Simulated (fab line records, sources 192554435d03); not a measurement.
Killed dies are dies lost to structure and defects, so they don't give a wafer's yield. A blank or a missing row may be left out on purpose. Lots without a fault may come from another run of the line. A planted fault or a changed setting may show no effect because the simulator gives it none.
fab line records | flow n5_finfet
record lots=6 wafers=18 last_day=17
route steps=1938 shown BEOL_M5@1133 PASSIVATION@1936
lots that met no fault: from a run of the same line without faults
start_h: hours from the record's first day to the start of the lot's first wafer shown | wait_h: hours since the lot's step before | " the same as in the row above | L1.1+2: a row that stands for several wafers | - no value, or no start given | * or withheld: withheld | < > ~ a bound
route shown NAME@n: a module of which the file shows steps, and the number in the route of the first | usual: mean/standard deviation of fault-free wafers | same: alike in all rows | chamber/n: place in a boat | sites: the reading at each site | _std_site: their standard deviation | _edge_site: outer sites' mean less inner sites' | radius_mm: how far each site lies from the wafer's centre | mask NAME#n: copy n | behind: the tool/chamber that last shaped the wafer | hold: why the lot was held/for how many hours/how that ended | device: the transistor (n, p or np) that didn't switch | end of line: the same wafers' tests at the end of the route | a step without rows: its recipe alone | killed: dies lost to structure and defects at the first sort, not the wafer's yield | map: a wafer's dies, x killed, . not, _ none there
set.NAME: the setting as run; set.NAME@STEP: as run at that earlier step | model.NAME: the simulator's own value behind a step, which no gauge read
lots at some steps of the route; a table a step, a row a wafer
services: from which hour (start_h, from the record's first day; less than 0 if before it) a tool's chamber was out of use, for how many hours, and why
## steps
# step N5_BEOL_M5_STRIP_63
# recipe chemistry=N2/H2 temp_c=40 n2_flow_sccm=200 h2_flow_sccm=200 rf_frequency_hz=6e+07
# step N5_BEOL_M5_STRIP_73
# recipe chemistry=N2/H2 temp_c=40 n2_flow_sccm=200 h2_flow_sccm=200 rf_frequency_hz=6e+07
# step N5_BEOL_M5_STRIP_64
# recipe chemistry=CF4 resist=SiARC power_w=300 bias_power_w=75 pressure_mtorr=50 cf4_flow_sccm=150 rf_frequency_hz=6e+07
# usual drypump_motor_current_A=5.7/0.44 oes_product_au=0.76/0.055 rf_fwd_power_W=292.4/0.83 rf_vpp_V=271.0/1.6 showerhead_plenum_p_Torr=1.79/0.058 throttle_valve_pct=13.58/0.17
# columns lot.wafer tool chamber start_h wait_h drypump_motor_current_A oes_product_au rf_fwd_power_W rf_hours_counter_h rf_vpp_V showerhead_plenum_p_Torr throttle_valve_pct
L314.3 rie_diel-06 1 208.06 0.0 5.5 0.78 291.6 127 266.4 1.68 13.74
L314.4 " 2 " " 6.0 0.77 292.0 118 271.3 1.80 13.72
L314.5 " 1 " " 5.5 0.77 292.5 - 267.6 1.68 13.73
L313.1 rie_diel-05 3 219.30 0.0 6.1 0.75 290.5 161 271.4 1.78 13.52
L313.3 " 1 " " 6.5 0.89 293.1 16 269.3 1.76 13.30
L313.6 " 2 " " 4.9 0.84 292.8 - 270.6 1.82 13.45
L325.1 rie_diel-06 2 276.87 0.0 6.1 0.75 292.5 136 270.9 1.80 13.76
L325.5 " 3 " " 5.7 0.73 293.5 - 272.5 1.85 13.62
L325.6 " 2 " " 6.1 0.75 292.3 - 271.7 1.80 13.76
L323.3 rie_diel-03 1 283.19 0.0 5.4 0.82 291.7 72 269.9 1.75 13.37
L323.4 " 0 " " 5.5 0.73 292.4 197 270.2 1.78 13.58
L323.6 " 0 " " 5.5 0.72 292.7 - 270.4 1.78 13.58
L329.2 rie_diel-06 2 304.02 0.0 6.1 0.74 293.1 144 270.3 1.79 13.80
L329.3 " 0 " " 5.9 0.72 291.1 199 272.0 1.87 13.63
L329.4 " 3 " " 5.7 0.72 292.5 188 273.0 1.85 13.63
L328.2 rie_diel-03 1 304.17 0.0 5.4 0.81 291.9 78 268.8 1.74 13.36
L328.3 " 3 " " 5.1 0.78 292.5 128 272.0 1.88 13.64
L328.6 " 3 " " 5.1 0.79 292.4 - 272.3 1.88 13.64
# step N5_BEOL_M5_HM_OPEN_17
# recipe chemistry=Cl2/BCl3 target_depth_a=200 overetch_a=60 target=TiN mask_material=SOC ion_energy_ev=150 pressure_mtorr=10 icp_w=1000 bias_w=126 Cl2_flow_sccm=53.25 bcl3_flow_sccm=21.75 Ar_flow_sccm=25
# usual drypump_motor_current_A=5.5/0.31 he_backside_leak_sccm=3.30/0.21 oes_product_au=0.64/0.078 rf_fwd_power_W=994/3.6 throttle_valve_pct=22.10/0.22
# columns lot.wafer tool chamber start_h wait_h drypump_motor_current_A he_backside_leak_sccm oes_product_au rf_fwd_power_W rf_hours_counter_h throttle_valve_pct
L314.3 rie_metal-01 1 208.13 0.1 5.2 3.53 0.60 993 - 22.45
L314.4 " 0 " " 6.0 3.55 0.53 989 - 22.24
L314.5 " 0 " " 6.0 3.45 0.52 986 - 22.23
L313.1 rie_metal-02 0 219.34 0.0 5.2 3.34 0.72 992 23 21.92
L313.3 " 0 " " 5.1 3.62 0.72 994 - 21.88
L313.6 " 1 " " 5.5 3.38 0.59 997 - 21.88
L325.1 rie_metal-03 0 276.91 0.0 6.0 3.14 0.60 989 71 22.36
L325.5 " 1 " " 5.5 2.84 0.75 988 - 22.05
L325.6 " 0 " " 6.0 3.19 0.61 992 - 22.34
L323.3 rie_metal-02 0 283.26 0.1 5.2 3.16 0.69 994 - 21.92
L323.4 " 1 " " 5.5 3.26 0.57 994 - 21.93
L323.6 " 0 " " 5.2 3.37 0.69 994 - 21.92
L329.2 rie_metal-02 1 304.06 0.0 5.5 3.20 0.57 995 99 21.92
L329.3 " 0 " " 5.2 3.41 0.71 992 - 21.89
L329.4 " 1 " " 5.5 3.30 0.57 995 - 21.93
L328.2 rie_metal-03 0 304.21 0.0 6.0 3.13 0.59 991 73 22.37
L328.3 " 1 " " 5.5 3.23 0.74 989 - 22.05
L328.6 " 1 " " 5.5 2.99 0.74 991 - 22.06
# step N5_BEOL_M5_STRIP_19
# recipe chemistry=O2 power_w=400 temp_c=40 pressure_mtorr=30 rf_frequency_hz=6e+07 bias_power_w=0 overash_fraction=0.2 o2_flow_sccm=225
# usual drypump_motor_current_A=5.7/0.43 o2_flow_sccm=225.0/0.71 oes_product_au=0.77/0.053 rf_vpp_V=3.7/0.51 showerhead_plenum_p_Torr=2.08/0.074 throttle_valve_pct=16.63/0.18
# columns lot.wafer tool chamber start_h wait_h drypump_motor_current_A o2_flow_sccm oes_product_au rf_hours_counter_h rf_vpp_V showerhead_plenum_p_Torr throttle_valve_pct
L314.3 rie_diel-03 2 208.21 0.1 6.1 224.2 0.75 175 5.2 2.00 16.37
L314.4 " 1 " " 5.4 224.7 0.87 48 3.5 2.04 16.38
L314.5 " 0 " " 5.5 224.3 0.76 - 3.5 2.09 16.58
L313.1 rie_diel-05 2 219.59 0.2 4.9 225.6 0.84 61 3.6 2.13 16.50
L313.3 " 0 " " 5.6 225.3 0.69 216 4.0 2.08 16.89
L313.6 " 0 " " 5.6 224.0 0.69 - 4.4 2.08 16.88
L325.1 rie_diel-06 3 277.02 0.1 5.7 224.5 0.73 183 4.2 2.15 16.60
L325.5 " 1 " " 5.5 224.6 0.77 - 3.9 1.93 16.79
L325.6 " 0 " " 5.9 224.4 0.71 - 4.0 2.16 16.54
L323.3 rie_diel-03 3 283.34 0.1 5.1 225.3 0.79 122 4.8 2.19 16.68
L323.4 " 1 " " 5.4 225.1 0.83 72 3.6 2.03 16.42
L323.6 " 2 " " 6.1 224.6 0.72 - 3.5 1.99 16.40
L329.2 rie_diel-03 1 304.19 0.1 5.4 224.5 0.85 78 3.5 2.03 16.44
L329.3 " 3 " " 5.1 224.9 0.79 128 3.3 2.19 16.68
L329.4 " 0 " " 5.5 225.1 0.74 204 3.6 2.08 16.64
L328.2 rie_diel-06 1 304.44 0.2 5.6 226.3 0.76 155 4.1 1.93 16.81
L328.3 " 2 " " 6.0 223.6 0.74 145 4.2 2.12 16.99
L328.6 " 3 " " 5.7 225.0 0.73 - 3.6 2.15 16.62
# step N5_BEOL_M5_CD_MEAS_18
# recipe pitch_nm=56 target_cd_nm=28
# usual cd_nm=27.9/0.37
# columns lot.wafer tool chamber start_h wait_h cd_nm
L314.3 cd_sem-02 - 208.28 0.1 28.1
L314.4 " - " " 27.8
L314.5 " - " " 28.3
L313.1 cd_sem-01 - 219.65 0.0 27.9
L313.3 " - " " 27.3
L313.6 " - " " 27.9
L325.1 cd_sem-01 - 277.09 0.0 27.8
L325.5 " - " " 28.3
L325.6 " - " " 28.2
L323.3 cd_sem-03 - 283.41 0.1 28.2
L323.4 " - " " 28.0
L323.6 " - " " 28.5
L329.2 cd_sem-01 - 304.26 0.1 27.8
L329.3 " - " " 28.1
L329.4 " - " " 28.0
L328.2 cd_sem-02 - 304.51 0.1 27.7
L328.3 " - " " 28.4
L328.6 " - " " 28.5
# step N5_BEOL_M5_COAT_65
# recipe resist=SOC temp_c=250 time_s=60 spin_rpm=1500 resist_thk_nm=60
# step N5_BEOL_M5_COAT_66
# recipe resist=SiARC temp_c=220 time_s=60 spin_rpm=1500 resist_thk_nm=12
# step N5_BEOL_M5_COAT_74
# recipe resist=underlayer temp_c=205 time_s=60 spin_rpm=1500 resist_thk_nm=5
# step N5_BEOL_M5_COAT_22
# recipe resist=CAR-EUV spin_rpm=1500 resist_thk_nm=30
# step N5_BEOL_M5_EBR_24
# recipe solvent=PGMEA ebr_width_mm=1.5
# step N5_BEOL_M5_SOFTBAKE_23
# recipe temp_c=110 time_s=60 resist=CAR-EUV
# step N5_BEOL_M5_EXPOSE_25
# recipe mask_id=V4 na=0.33 source_shape=quasar sigma_inner=0.2 sigma_outer=0.6 polarization=unpolarized defocus_nm=10 dose_mj=52.75
# columns lot.wafer tool chamber start_h wait_h mask model.BEOL_M5.overlay_x_nm
L314.3+4+5 euv_scanner-01 0 209.96 - V4#0 0.2
L313.1+3+6 euv_scanner-02 0 221.46 - V4#0 -0.8
L325.1+5+6 euv_scanner-01 0 281.22 - V4#0 6.2
L323.3+4+6 euv_scanner-01 0 284.84 - V4#0 6.8
L328.2+3+6 euv_scanner-02 0 305.92 - V4#0 -0.2
L329.2+3+4 euv_scanner-02 0 305.97 - V4#0 0
# step N5_BEOL_M5_PEB_26
# recipe peb_temp_c=100 peb_time_s=60 resist=CAR-EUV
# step N5_BEOL_M5_DEVELOP_27
# recipe develop_time_s=30 developer=TMAH resist=CAR-EUV rinse_liquid=surfactant_rinse dry=air_spin dev_temp_c=23
# step N5_BEOL_M5_CD_MEAS_28
# recipe target_cd_nm=30.6 landing_energy_ev=500 detector=se_inlens target_cd_y_nm=20 polarity=opening
# usual cd_nm=30.58/0.26
# same landing_energy_ev=500
# columns lot.wafer tool chamber start_h wait_h cd_nm
L314.3 cd_sem-03 0 210.09 - 30.69
L314.4 " 0 " " 30.40
L314.5 " 0 " " 30.36
L313.1 cd_sem-02 0 221.60 - 30.63
L313.3 " 0 " " 30.49
L313.6 " 0 " " 30.28
L325.1 cd_sem-01 0 281.36 - 30.59
L325.5 " 0 " " 30.24
L325.6 " 0 " " 30.34
L323.3 cd_sem-03 0 284.97 - 30.28
L323.4 " 0 " " 30.79
L323.6 " 0 " " 30.83
L328.2 cd_sem-03 0 306.05 - 30.36
L328.3 " 0 " " 30.44
L328.6 " 0 " " 31.01
L329.2 cd_sem-02 0 306.10 - 30.43
L329.3 " 0 " " 30.35
L329.4 " 0 " " 30.59
# step N5_BEOL_M5_OVL_MEAS_29
# recipe points_per_wafer=522
# usual V4_OVL=-0.2/0.62
# columns lot.wafer tool chamber start_h wait_h V4_OVL[nm]
L314.3 overlay-01 0 210.13 0.0 -0.5
L314.4 " 0 " " 0.7
L314.5 " 0 " " 0.5
L313.1 overlay-01 0 221.63 0.0 -0.9
L313.3 " 0 " " -1.3
L313.6 " 0 " " -0.7
L325.1 overlay-02 0 281.39 0.0 7.0
L325.5 " 0 " " 7.2
L325.6 " 0 " " 6.1
L323.3 overlay-02 0 285.01 0.0 6.7
L323.4 " 0 " " 7.0
L323.6 " 0 " " 7.5
L328.2 overlay-01 0 306.08 0.0 0.0
L328.3 " 0 " " 0.6
L328.6 " 0 " " 0.6
L329.2 overlay-02 0 306.13 0.0 -0.5
L329.3 " 0 " " 0.8
L329.4 " 0 " " 0.1
# step N5_BEOL_M5_INSPECT_30
# recipe mode=adi inspect_instrument=brightfield
# usual raw_defect_count=434/100
# columns lot.wafer tool chamber start_h wait_h raw_defect_count
L314.3 defect_inspect-02 - 210.17 0.0 395
L314.4 " - " " 409
L314.5 " - " " 309
L313.1 defect_inspect-02 - 221.69 0.1 323
L313.3 " - " " 306
L313.6 " - " " 516
L325.1 defect_inspect-02 - 281.45 0.1 283
L325.5 " - " " 339
L325.6 " - " " 380
L323.3 defect_inspect-02 - 285.06 0.0 428
L323.4 " - " " 417
L323.6 " - " " 343
L328.2 defect_inspect-01 - 306.14 0.0 427
L328.3 " - " " 478
L328.6 " - " " 571
L329.2 defect_inspect-01 - 306.19 0.0 576
L329.3 " - " " 636
L329.4 " - " " 472
# step N5_PASSIVATION_PROBE_49
# usual defect_limited_yield=91.1/1.4 killed_at_M0_to_M3=32/9.3 killed_at_M4_up=13/5.8 killed_at_contacts=12/6.3 killed_at_front_end=44/12 killed_at_other=3.6/2.7 killed_dies=104/17 killed_on_rim=14/3.9 killed_open=69/13 killed_short=34/6.9 sort_bin_5_function=5.2/0.98 sort_bin_6_memory=3.3/0.59 sort_n_pass=1075/17 sort_yield_pct=91.1/1.4
# same gross_dies=1180 killed_at_back_side=0 sort_bin_4_leakage[%]=0 sort_bin_8_speed[%]=0
# columns lot.wafer tool chamber start_h wait_h defect_limited_yield[%] killed_at_M0_to_M3 killed_at_M4_up killed_at_contacts killed_at_front_end killed_at_other killed_dies killed_on_rim killed_open killed_short sort_bin_5_function[%] sort_bin_6_memory[%] sort_n_pass sort_yield_pct[%]
L325.1 prober-02 - 376.18 0.0 91.4 33 8 4 54 3 102 10 68 33 5.0 3.5 1078 91.4
L325.6 prober-02 - 376.43 0.3 89.9 45 7 8 56 3 119 17 73 46 5.5 4.2 1061 89.9
# killed by level:class
L325.1 STI_FIN_REVEAL:geometric_particle:open=21 BEOL_M3:geometric_particle:open=8 FIN_SAQP:geometric_particle:short=7 BEOL_M2:geometric_particle:open=6 FIN_SAQP:geometric_particle:open=5 GATE_CUT:geometric_particle:short=5 BEOL_M0_SAQP:geometric_particle:open=5 STI_FIN_REVEAL:geometric_particle:short=4
L325.6 BEOL_M0_SAQP:geometric_particle:short=14 STI_FIN_REVEAL:geometric_particle:open=13 BEOL_M2:geometric_particle:open=12 FIN_SAQP:geometric_particle:short=9 DUMMY_GATE:geometric_particle:open=8 MOL_CONTACT_COAG:geometric_particle:open=8 DUMMY_GATE:geometric_particle:short=6 FIN_SAQP:geometric_particle:open=5
## services
# columns tool chamber start_h hours kind
rie_diel-06 - 190.75 2.8 pm
rie_diel-05 0 192.21 5.8 repair
rie_diel-05 - 195.70 0.7 repair
euv_scanner-02 - 201.25 1.0 pm
euv_scanner-01 0 209.02 - calibration
euv_scanner-01 - 210.89 1.0 pm
rie_diel-03 2 225.59 2.0 repair
rie_metal-01 0 240.96 - clean
rie_metal-01 0 240.96 16.8 scheduled_down
rie_metal-01 0 240.96 16.8 vent_cycle
rie_diel-05 0 241.22 3.8 repair
euv_scanner-02 - 246.82 2.4 repair
euv_scanner-02 - 257.40 1.0 pm
euv_scanner-01 - 267.04 1.0 pm
euv_scanner-02 - 269.65 1.1 repair
euv_scanner-02 0 273.19 - calibration
rie_diel-06 3 291.19 8.3 repair
rie_metal-02 0 294.22 2.1 repair
rie_metal-01 1 296.52 8.2 repair
euv_scanner-02 - 299.44 4.6 pm
## key
first_sign step=N5_BEOL_M5_OVL_MEAS_29 reading=V4_OVL direction=up sigmas=11 usual=-0.2 struck=6.9
effect none on later readings
model_effect step=N5_BEOL_M5_EXPOSE_25 value=BEOL_M5.overlay_x_nm without=-0.7 struck=6.5
met_at N5_BEOL_M5_EXPOSE_25
struck_wafers L323.3,L323.4,L323.6,L325.1,L325.5,L325.6
onset_between 209.96 281.22
fault kind=scanner_matching_overlay tool=euv_scanner-01 chamber=- onset_h=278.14 steps=N5_BEOL_M5_EXPOSE_25 offset=7.0992
